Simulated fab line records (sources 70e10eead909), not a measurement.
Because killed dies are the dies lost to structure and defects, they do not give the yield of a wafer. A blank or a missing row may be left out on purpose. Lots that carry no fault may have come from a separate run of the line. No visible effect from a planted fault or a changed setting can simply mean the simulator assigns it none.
fab line records + flow nandHarc
record
- lots=14
- wafers=42
- lastDay=32
route steps=1302 shown A_STAIRCASE@713
lots with no fault: from the same line, run without faults
startH: the number of hours between the record's first day and the start of the first shown wafer of the lot + waitH: hours from the lot's prior step to this one + " same as the row above + L1.1+2: a single row standing in for several wafers + - no value, or no start was given + * or withheld: withheld + < > ~ a bound
route shown NAME@n: a module of which the file shows steps, and the number in the route of the first + usual: mean/standard deviation taken from wafers without a fault + same: alike in all rows + chamber/n: place in a boat + sites: readings site by site + _std_site: their standard deviation + _edge_site: inner sites' mean taken away from outer sites' mean + radiusMm: for every site, how far away it sits from the centre of the wafer + mask NAME#n: copy n + behind: the last tool/chamber to shape the wafer + hold: why the lot was held/for how many hours/how that ended + device: whichever transistor did not switch (one of n, p or np) + end of line: the route-end tests of the same wafers + for a step that has no rows: nothing shown but its recipe + killed: not the wafer's yield, but the dies lost to structure and defects at the first sort + map: the dies of a wafer, with x for killed, . for not killed, _ for no die there
set.NAME: the run value of the setting; set.NAME@STEP: its run value at that earlier step + model.NAME: the simulator's own value behind a step, which no gauge read
one table for each step of the route and one row for each wafer, over a sample of lots
services: when a tool's chamber went out of use (startH, in hours from the record's first day, below 0 if earlier), for how many hours, and the reason
## steps
# step NHARC_A_STAIRCASE_ETCH_199
# recipe
- targetDepthA=1000
- timeS=40.5
- ionEnergyEv=400
- c4f8FlowSccm=20
- o2FlowSccm=10
- arFlowSccm=withheld
- rfW=600
- biasW=1000
- chemistry=C4F8/O2
# usual
- oesProductAu=0.949/0.015
- rfVppV=897/6.2
| lot.wafer | tool       | chamber | startH | waitH | oesProductAu | rfHoursCounterH | rfVppV |
|-----------|------------|---------|--------|-------|--------------|-----------------|--------|
| L993.1    | rieDiel-13 | 0       | -      | -     | 0.939        | 7               | 903    |
| L993.4    | "          | 1       | "      | "     | 0.960        | 7               | 900    |
| L993.6    | "          | 3       | "      | "     | 0.937        | -               | 905    |
| L995.2    | rieDiel-06 | 2       | -      | -     | 0.955        | 23              | 892    |
| L995.6    | "          | 2       | "      | "     | 0.967        | -               | 893    |
| L995.5    | "          | 3       | "      | "     | 0.945        | -               | 889    |
| L996.3    | rieDiel-13 | 1       | -      | -     | 0.967        | 11              | 900    |
| L996.2    | "          | 0       | "      | "     | 0.962        | 13              | 898    |
| L996.6    | "          | 1       | "      | "     | 0.968        | -               | 899    |
| L997.1    | rieDiel-06 | 3       | -      | -     | 0.937        | 23              | 887    |
| L997.3    | "          | 1       | "      | "     | 0.962        | 30              | 905    |
| L997.6    | "          | 2       | "      | "     | 0.970        | -               | 893    |
| L998.2    | rieDiel-09 | 2       | -      | -     | 0.962        | 22              | 888    |
| L998.1    | "          | 0       | "      | "     | 0.950        | 23              | 905    |
| L998.6    | "          | 2       | "      | "     | 0.959        | -               | 887    |
| L100.3    | rieDiel-06 | 0       | -      | -     | 0.949        | 35              | 893    |
| L100.2    | "          | 1       | "      | "     | 0.950        | 37              | 907    |
| L100.4    | "          | 3       | "      | "     | 0.921        | 32              | 889    |
| L999.4    | rieDiel-13 | 3       | -      | -     | 0.938        | 29              | 906    |
| L999.3    | "          | 1       | "      | "     | 0.967        | 22              | 899    |
| L999.2    | "          | 2       | "      | "     | 0.952        | 25              | 901    |
| L101.3    | rieDiel-09 | 3       | -      | -     | 0.947        | 34              | 894    |
| L101.5    | "          | 2       | "      | "     | 0.951        | -               | 885    |
| L101.6    | "          | 3       | "      | "     | 0.949        | -               | 896    |
| L102.2    | rieDiel-09 | 2       | -      | -     | 0.952        | 38              | 886    |
| L102.1    | "          | 0       | "      | "     | 0.954        | 37              | 903    |
| L102.4    | "          | 1       | "      | "     | 0.947        | 38              | 895    |
| L104.2    | rieDiel-13 | 1       | -      | -     | 0.946        | 34              | 899    |
| L104.1    | "          | 2       | "      | "     | 0.937        | 37              | 900    |
| L104.3    | "          | 0       | "      | "     | 0.945        | 46              | 900    |
| L105.1    | rieDiel-06 | 0       | -      | -     | 0.941        | 48              | 893    |
| L105.2    | "          | 3       | "      | "     | 0.926        | 50              | 890    |
| L105.6    | "          | 0       | "      | "     | 0.945        | -               | 893    |
| L111.6    | rieDiel-06 | 1       | -      | -     | 0.968        | -               | 904    |
| L111.5    | "          | 2       | "      | "     | 0.951        | -               | 891    |
| L111.4    | "          | 0       | "      | "     | 0.948        | -               | 892    |
| L112.4    | rieDiel-09 | 1       | -      | -     | 0.959        | 20              | 895    |
| L112.2    | "          | 2       | "      | "     | 0.925        | 17              | 906    |
| L112.6    | "          | 0       | "      | "     | 0.925        | -               | 903    |
| L113.2    | rieDiel-13 | 1       | -      | -     | 0.956        | 9               | 899    |
| L113.4    | "          | 3       | "      | "     | 0.934        | -               | 905    |
| L113.5    | "          | 2       | "      | "     | 0.949        | -               | 897    |
# step NHARC_A_STAIRCASE_DESCUM_219
# recipe
- timeS=3
- o2FlowSccm=200
- arFlowSccm=0
- biasPowerW=0
- chemistry=O2
# usual
- drypumpMotorCurrentA=5.6/0.42
- oesProductAu=1.001/0.015
- rfVppV=57.8/0.81
- showerheadPlenumPTorr=1.92/0.1
- throttleValvePct=11.312/0.0089
| lot.wafer | tool       | chamber | startH | waitH | drypumpMotorCurrentA | oesProductAu | rfHoursCounterH | rfVppV | showerheadPlenumPTorr | throttleValvePct |
|-----------|------------|---------|--------|-------|----------------------|--------------|-----------------|--------|-----------------------|------------------|
| L993.4    | rieDiel-09 | 1       | 370.90 | -     | 6.1                  | 0.995        | 12              | 58.2   | 1.90                  | 11.311           |
| L993.1    | "          | 2       | "      | "     | 5.1                  | 1.018        | 12              | 57.5   | 1.77                  | 11.322           |
| L993.6    | "          | 3       | "      | "     | 5.2                  | 0.984        | -               | 58.5   | 1.88                  | 11.310           |
| L995.2    | rieDiel-06 | 3       | 383.16 | -     | 4.8                  | 0.978        | 18              | 56.6   | 1.80                  | 11.299           |
| L995.6    | "          | 2       | "      | "     | 5.6                  | 0.995        | -               | 57.1   | 1.86                  | 11.294           |
| L995.5    | "          | 3       | "      | "     | 4.8                  | 0.981        | -               | 56.6   | 1.80                  | 11.314           |
| L996.2    | rieDiel-06 | 2       | 390.73 | -     | 5.5                  | 0.997        | 25              | 57.7   | 1.86                  | 11.310           |
| L996.3    | "          | 3       | "      | "     | 4.8                  | 0.984        | 20              | 59.0   | 1.80                  | 11.319           |
| L996.6    | "          | 1       | "      | "     | 5.4                  | 1.006        | -               | 57.4   | 2.07                  | 11.305           |
| L997.3    | rieDiel-13 | 3       | 403.38 | -     | 5.9                  | 1.009        | 19              | 57.3   | 2.07                  | 11.314           |
| L997.1    | "          | 0       | "      | "     | 6.0                  | 1.008        | 20              | 59.6   | 1.98                  | 11.312           |
| L997.6    | "          | 2       | "      | "     | 5.4                  | 1.003        | -               | 57.5   | 1.98                  | 11.315           |
| L998.1    | rieDiel-09 | 2       | 403.81 | -     | 5.0                  | 1.015        | 23              | 57.1   | 1.77                  | 11.297           |
| L998.2    | "          | 0       | "      | "     | 5.7                  | 1.022        | 25              | 58.3   | 2.05                  | 11.315           |
| L998.6    | "          | 1       | "      | "     | 6.1                  | 0.992        | -               | 58.1   | 1.90                  | 11.316           |
| L100.2    | rieDiel-09 | 2       | 434.19 | -     | 5.1                  | 1.006        | 31              | 58.3   | 1.77                  | 11.330           |
| L100.4    | "          | 3       | "      | "     | 5.2                  | 0.983        | 32              | 58.2   | 1.88                  | 11.307           |
| L100.3    | "          | 0       | "      | "     | 5.7                  | 1.016        | 32              | 57.8   | 2.05                  | 11.302           |
| L999.2    | rieDiel-09 | 2       | 434.73 | -     | 5.1                  | 0.994        | 31              | 58.0   | 1.77                  | 11.318           |
| L999.4    | "          | 3       | "      | "     | 5.2                  | 0.990        | 32              | 57.9   | 1.88                  | 11.307           |
| L999.3    | "          | 0       | "      | "     | 5.7                  | 1.013        | 32              | 57.7   | 2.05                  | 11.317           |
| L101.3    | rieDiel-09 | 2       | 447.59 | -     | 5.1                  | 1.008        | 35              | 58.6   | 1.77                  | 11.304           |
| L101.6    | "          | 1       | "      | "     | 6.1                  | 0.985        | -               | 57.9   | 1.89                  | 11.315           |
| L101.5    | "          | 2       | "      | "     | 5.1                  | 0.993        | -               | 56.6   | 1.77                  | 11.310           |
| L102.1    | rieDiel-06 | 1       | 456.99 | -     | 5.4                  | 1.021        | 44              | 58.4   | 2.06                  | 11.304           |
| L102.4    | "          | 3       | "      | "     | 4.7                  | 0.976        | 43              | 57.5   | 1.79                  | 11.325           |
| L102.2    | "          | 0       | "      | "     | 6.0                  | 1.012        | 43              | 58.2   | 1.84                  | 11.323           |
| L104.3    | rieDiel-06 | 1       | 472.42 | -     | 5.4                  | 1.017        | 47              | 59.4   | 2.06                  | 11.324           |
| L104.2    | "          | 3       | "      | "     | 4.8                  | 0.971        | 49              | 58.1   | 1.79                  | 11.318           |
| L104.1    | "          | 0       | "      | "     | 6.0                  | 1.004        | 47              | 57.0   | 1.84                  | 11.314           |
| L105.2    | rieDiel-06 | 3       | 477.63 | -     | 4.7                  | 0.973        | 51              | 56.0   | 1.79                  | 11.321           |
| L105.1    | "          | 2       | "      | "     | 5.5                  | 0.996        | 54              | 57.6   | 1.85                  | 11.305           |
| L105.6    | "          | 3       | "      | "     | 4.8                  | 0.964        | -               | 56.5   | 1.79                  | 11.315           |
| L111.5    | rieDiel-06 | 0       | 546.84 | -     | 6.0                  | 1.021        | -               | 58.3   | 1.83                  | 11.315           |
| L111.6    | "          | 1       | "      | "     | 5.4                  | 1.032        | -               | 58.3   | 2.05                  | 11.309           |
| L111.4    | "          | 2       | "      | "     | 5.6                  | 1.010        | -               | 57.2   | 1.84                  | 11.317           |
| L112.2    | rieDiel-06 | 1       | 564.80 | -     | 5.4                  | 1.025        | 28              | 59.0   | 2.05                  | 11.307           |
| L112.6    | "          | 1       | "      | "     | 5.4                  | 1.019        | -               | 58.9   | 2.05                  | 11.324           |
| L112.4    | "          | 0       | "      | "     | 6.0                  | 1.007        | -               | 56.2   | 1.83                  | 11.313           |
| L113.2    | rieDiel-09 | 2       | 564.95 | -     | 5.1                  | 0.986        | 17              | 58.2   | 2.07                  | 11.317           |
| L113.4    | "          | 0       | "      | "     | 5.7                  | 0.976        | 20              | 58.5   | 2.03                  | 11.323           |
| L113.5    | "          | 2       | "      | "     | 5.1                  | 0.989        | -               | 58.2   | 2.07                  | 11.323           |
# step NHARC_A_STAIRCASE_TRIM_222
# recipe
- timeS=211.2
- o2FlowSccm=500
- arFlowSccm=0
- biasW=0
- chemistry=O2
# usual
- drypumpMotorCurrentA=5.6/0.45
- oesProductAu=1.001/0.015
- rfVppV=57.7/0.97
- showerheadPlenumPTorr=3.54/0.17
- throttleValvePct=17.035/0.0076
| lot.wafer | tool       | chamber | startH | waitH | drypumpMotorCurrentA | oesProductAu | rfHoursCounterH | rfVppV | showerheadPlenumPTorr | throttleValvePct |
|-----------|------------|---------|--------|-------|----------------------|--------------|-----------------|--------|-----------------------|------------------|
| L993.1    | rieDiel-09 | 1       | 372.22 | -     | 6.1                  | 0.995        | 13              | 57.1   | 3.50                  | 17.033           |
| L993.4    | "          | 2       | "      | "     | 5.1                  | 1.016        | 14              | 56.6   | 3.29                  | 17.037           |
| L993.6    | "          | 0       | "      | "     | 5.7                  | 1.010        | -               | 56.9   | 3.77                  | 17.030           |
| L995.2    | rieDiel-06 | 2       | 383.52 | -     | 5.6                  | 1.004        | 23              | 57.8   | 3.43                  | 17.032           |
| L995.5    | "          | 3       | "      | "     | 4.8                  | 0.993        | -               | 57.9   | 3.33                  | 17.049           |
| L995.6    | "          | 0       | "      | "     | 6.0                  | 0.997        | -               | 57.4   | 3.42                  | 17.027           |
| L996.2    | rieDiel-06 | 2       | 391.04 | -     | 5.5                  | 0.998        | 25              | 59.4   | 3.43                  | 17.042           |
| L996.3    | "          | 1       | "      | "     | 5.4                  | 1.009        | 25              | 58.0   | 3.79                  | 17.041           |
| L996.6    | "          | 2       | "      | "     | 5.6                  | 1.001        | -               | 57.0   | 3.43                  | 17.053           |
| L998.1    | rieDiel-06 | 2       | 404.56 | -     | 5.5                  | 1.000        | 29              | 57.8   | 3.43                  | 17.037           |
| L998.2    | "          | 3       | "      | "     | 4.8                  | 0.976        | 24              | 56.7   | 3.33                  | 17.038           |
| L998.6    | "          | 3       | "      | "     | 4.8                  | 0.982        | -               | 57.9   | 3.33                  | 17.029           |
| L997.3    | rieDiel-13 | 2       | 407.50 | -     | 5.4                  | 1.006        | 19              | 57.9   | 3.65                  | 17.041           |
| L997.1    | "          | 3       | "      | "     | 5.9                  | 0.982        | 23              | 58.1   | 3.79                  | 17.032           |
| L997.6    | "          | 0       | "      | "     | 6.0                  | 1.003        | -               | 59.0   | 3.65                  | 17.041           |
| L100.4    | rieDiel-09 | 1       | 434.50 | -     | 6.1                  | 0.982        | 31              | 58.5   | 3.49                  | 17.041           |
| L100.3    | "          | 3       | "      | "     | 5.2                  | 0.984        | 32              | 58.3   | 3.47                  | 17.041           |
| L100.2    | "          | 0       | "      | "     | 5.7                  | 1.009        | 32              | 58.1   | 3.76                  | 17.044           |
| L999.3    | rieDiel-09 | 3       | 435.12 | -     | 5.2                  | 0.995        | 32              | 58.1   | 3.47                  | 17.038           |
| L999.2    | "          | 0       | "      | "     | 5.7                  | 1.018        | 32              | 58.4   | 3.76                  | 17.029           |
| L999.4    | "          | 1       | "      | "     | 6.1                  | 0.988        | 32              | 57.4   | 3.49                  | 17.039           |
| L101.3    | rieDiel-09 | 1       | 447.92 | -     | 6.1                  | 0.973        | 35              | 57.1   | 3.49                  | 17.025           |
| L101.5    | "          | 3       | "      | "     | 5.2                  | 0.984        | -               | 56.7   | 3.47                  | 17.038           |
| L101.6    | "          | 0       | "      | "     | 5.7                  | 0.994        | -               | 57.9   | 3.76                  | 17.040           |
| L102.4    | rieDiel-06 | 1       | 457.31 | -     | 5.4                  | 1.018        | 44              | 59.6   | 3.78                  | 17.042           |
| L102.2    | "          | 2       | "      | "     | 5.5                  | 0.998        | 46              | 58.4   | 3.42                  | 17.022           |
| L102.1    | "          | 0       | "      | "     | 6.0                  | 1.013        | 44              | 56.5   | 3.41                  | 17.028           |
| L104.1    | rieDiel-06 | 0       | 472.73 | -     | 6.0                  | 1.011        | 47              | 58.3   | 3.41                  | 17.029           |
| L104.3    | "          | 2       | "      | "     | 5.5                  | 1.003        | 52              | 56.7   | 3.42                  | 17.021           |
| L104.2    | "          | 3       | "      | "     | 4.8                  | 0.975        | 49              | 56.8   | 3.31                  | 17.042           |
| L105.1    | rieDiel-06 | 2       | 478.26 | -     | 5.6                  | 1.009        | 55              | 58.4   | 3.41                  | 17.037           |
| L105.2    | "          | 3       | "      | "     | 4.8                  | 0.970        | 52              | 56.4   | 3.31                  | 17.015           |
| L105.6    | "          | 1       | "      | "     | 5.4                  | 1.033        | -               | 58.4   | 3.78                  | 17.034           |
| L111.4    | rieDiel-06 | 0       | 547.23 | -     | 6.0                  | 1.244        | -               | 57.6   | 3.39                  | 17.031           |
| L111.5    | "          | 1       | "      | "     | 5.4                  | 1.035        | -               | 57.7   | 3.76                  | 17.027           |
| L111.6    | "          | 2       | "      | "     | 5.5                  | 1.013        | -               | 56.7   | 3.40                  | 17.033           |
| L113.4    | rieDiel-09 | 3       | 565.31 | -     | 5.2                  | 0.984        | 17              | 57.5   | 3.45                  | 17.027           |
| L113.2    | "          | 2       | "      | "     | 5.1                  | 0.991        | 18              | 59.2   | 3.80                  | 17.062           |
| L113.5    | "          | 0       | "      | "     | 5.7                  | 0.981        | -               | 58.4   | 3.74                  | 17.032           |
| L112.2    | rieDiel-06 | 1       | 569.55 | -     | 5.4                  | 1.020        | 32              | 56.1   | 3.76                  | 17.036           |
| L112.4    | "          | 2       | "      | "     | 5.6                  | 1.212        | -               | 56.2   | 3.40                  | 17.036           |
| L112.6    | "          | 0       | "      | "     | 6.0                  | 0.999        | -               | 58.3   | 3.39                  | 17.027           |
# step NHARC_A_STAIRCASE_ETCH_223
# recipe
- targetDepthA=1000
- timeS=40.5
- ionEnergyEv=400
- c4f8FlowSccm=20
- o2FlowSccm=10
- arFlowSccm=withheld
- rfW=600
- biasW=1000
- chemistry=C4F8/O2
# usual
- oesProductAu=0.942/0.014
- rfVppV=896/6.5
| lot.wafer | tool       | chamber | startH | waitH | oesProductAu | rfHoursCounterH | rfVppV |
|-----------|------------|---------|--------|-------|--------------|-----------------|--------|
| L993.4    | rieDiel-09 | 1       | -      | -     | 0.926        | 13              | 896    |
| L993.1    | "          | 3       | "      | "     | 0.941        | 16              | 895    |
| L993.6    | "          | 0       | "      | "     | 0.943        | -               | 904    |
| L995.2    | rieDiel-06 | 1       | -      | -     | 0.958        | 24              | 905    |
| L995.5    | "          | 0       | "      | "     | 0.923        | -               | 893    |
| L995.6    | "          | 1       | "      | "     | 0.967        | -               | 906    |
| L996.2    | rieDiel-06 | 3       | -      | -     | 0.930        | 20              | 888    |
| L996.3    | "          | 0       | "      | "     | 0.934        | 21              | 893    |
| L996.6    | "          | 0       | "      | "     | 0.935        | -               | 893    |
| L998.1    | rieDiel-06 | 2       | -      | -     | 0.945        | 29              | 893    |
| L998.2    | "          | 3       | "      | "     | 0.912        | 24              | 889    |
| L998.6    | "          | 3       | "      | "     | 0.916        | -               | 888    |
| L997.1    | rieDiel-13 | 3       | -      | -     | 0.927        | 23              | 905    |
| L997.3    | "          | 1       | "      | "     | 0.959        | 15              | 900    |
| L997.6    | "          | 3       | "      | "     | 0.932        | -               | 905    |
| L100.3    | rieDiel-09 | 1       | -      | -     | 0.926        | 31              | 895    |
| L100.4    | "          | 2       | "      | "     | 0.942        | 31              | 888    |
| L100.2    | "          | 3       | "      | "     | 0.933        | 32              | 894    |
| L999.2    | rieDiel-09 | 0       | -      | -     | 0.946        | 32              | 905    |
| L999.4    | "          | 1       | "      | "     | 0.929        | 32              | 894    |
| L999.3    | "          | 2       | "      | "     | 0.942        | 31              | 887    |
| L101.3    | rieDiel-09 | 2       | -      | -     | 0.946        | 35              | 888    |
| L101.6    | "          | 2       | "      | "     | 0.953        | -               | 886    |
| L101.5    | "          | 3       | "      | "     | 0.936        | -               | 892    |
| L102.2    | rieDiel-06 | 3       | -      | -     | 0.926        | 43              | 888    |
| L102.1    | "          | 0       | "      | "     | 0.961        | 44              | 892    |
| L102.4    | "          | 1       | "      | "     | 0.952        | 44              | 905    |
| L104.1    | rieDiel-06 | 1       | -      | -     | 0.962        | 48              | 906    |
| L104.3    | "          | 3       | "      | "     | 0.914        | 49              | 889    |
| L104.2    | "          | 0       | "      | "     | 0.949        | 48              | 892    |
| L105.1    | rieDiel-06 | 1       | -      | -     | 0.956        | 50              | 905    |
| L105.2    | "          | 3       | "      | "     | 0.914        | 52              | 888    |
| L105.6    | "          | 2       | "      | "     | 0.939        | -               | 892    |
| L111.5    | rieDiel-06 | 2       | -      | -     | 0.951        | -               | 891    |
| L111.4    | "          | 0       | "      | "     | 0.945        | -               | 891    |
| L111.6    | "          | 1       | "      | "     | 0.957        | -               | 905    |
| L113.2    | rieDiel-09 | 2       | -      | -     | 0.939        | 18              | 906    |
| L113.4    | "          | 1       | "      | "     | 0.967        | 21              | 893    |
| L113.5    | "          | 3       | "      | "     | 0.932        | -               | 893    |
| L112.2    | rieDiel-06 | 1       | -      | -     | 0.944        | 32              | 904    |
| L112.4    | "          | 2       | "      | "     | 0.935        | -               | 891    |
| L112.6    | "          | 0       | "      | "     | 0.944        | -               | 890    |
## services
| tool       | chamber | startH | hours | kind   |
|------------|---------|--------|-------|--------|
| rieDiel-06 | 0       | 365.21 | -     | clean  |
| rieDiel-06 | 1       | 365.21 | -     | clean  |
| rieDiel-06 | 2       | 365.21 | -     | clean  |
| rieDiel-06 | 3       | 365.21 | -     | clean  |
| rieDiel-06 | 0       | 389.94 | -     | clean  |
| rieDiel-06 | 1       | 389.94 | -     | clean  |
| rieDiel-06 | 2       | 389.94 | -     | clean  |
| rieDiel-06 | 3       | 389.94 | -     | clean  |
| rieDiel-13 | 1       | 398.19 | 8.2   | repair |
| rieDiel-09 | -       | 404.02 | 6.5   | repair |
| rieDiel-06 | 0       | 415.09 | -     | clean  |
| rieDiel-06 | 1       | 415.09 | -     | clean  |
| rieDiel-06 | 2       | 415.09 | -     | clean  |
| rieDiel-06 | 3       | 415.09 | -     | clean  |
| rieDiel-09 | -       | 428.20 | 1.1   | repair |
| rieDiel-06 | 0       | 439.59 | -     | clean  |
| rieDiel-06 | 1       | 439.59 | -     | clean  |
| rieDiel-06 | 2       | 455.09 | 1.5   | repair |
| rieDiel-06 | -       | 484.20 | 9.0   | pm     |
| rieDiel-09 | -       | 497.48 | 9.0   | pm     |
| rieDiel-06 | 2       | 504.75 | 2.4   | repair |
| rieDiel-09 | -       | 507.54 | 1.2   | repair |
| rieDiel-09 | 1       | 514.45 | 2.4   | repair |
| rieDiel-13 | -       | 520.67 | 9.0   | pm     |
## key
firstSign
- step=NHARC_A_STAIRCASE_TRIM_222
- reading=oesProductAu
- direction=up
- sigmas=16
- usual=1.001
- struck=1.228
effect none on later readings
metAt NHARC_A_STAIRCASE_TRIM_222
struckLots L111,L112
struckWafers L111.4,L112.4
laterRowsLeftOut L111.4,L112.4
sortLeftOut L111.4,L112.4
testerLeftOut L111,L112
notActingAt NHARC_A_STAIRCASE_ETCH_199,NHARC_A_STAIRCASE_DESCUM_219,NHARC_A_STAIRCASE_ETCH_223
onsetBetween 478.26 547.23
fault
- kind=processParameterDrift
- tool=rieDiel-06
- chamber=-
- onsetH=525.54
- steps=NHARC_A_STAIRCASE_TRIM_222
- channel=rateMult
- offset=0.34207
- shape=step
- endH=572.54
- scope=struckWafersOnly
# testerLeftOut: of these lots the tester's yield and bins aren't shown, on N5 and GAA mostly nor the transistor test; their killed dies are dies lost to structure and defects alone, not to doping, threshold or leakage, so they don't give the yield
# sortLeftOut: the simulated sort isn't trusted on such a fault, so these wafers' sort isn't shown, and their yield isn't known
# laterRowsLeftOut: the simulator's readings of these wafers behind a module that went badly wrong aren't trusted and aren't shown, but for the sort
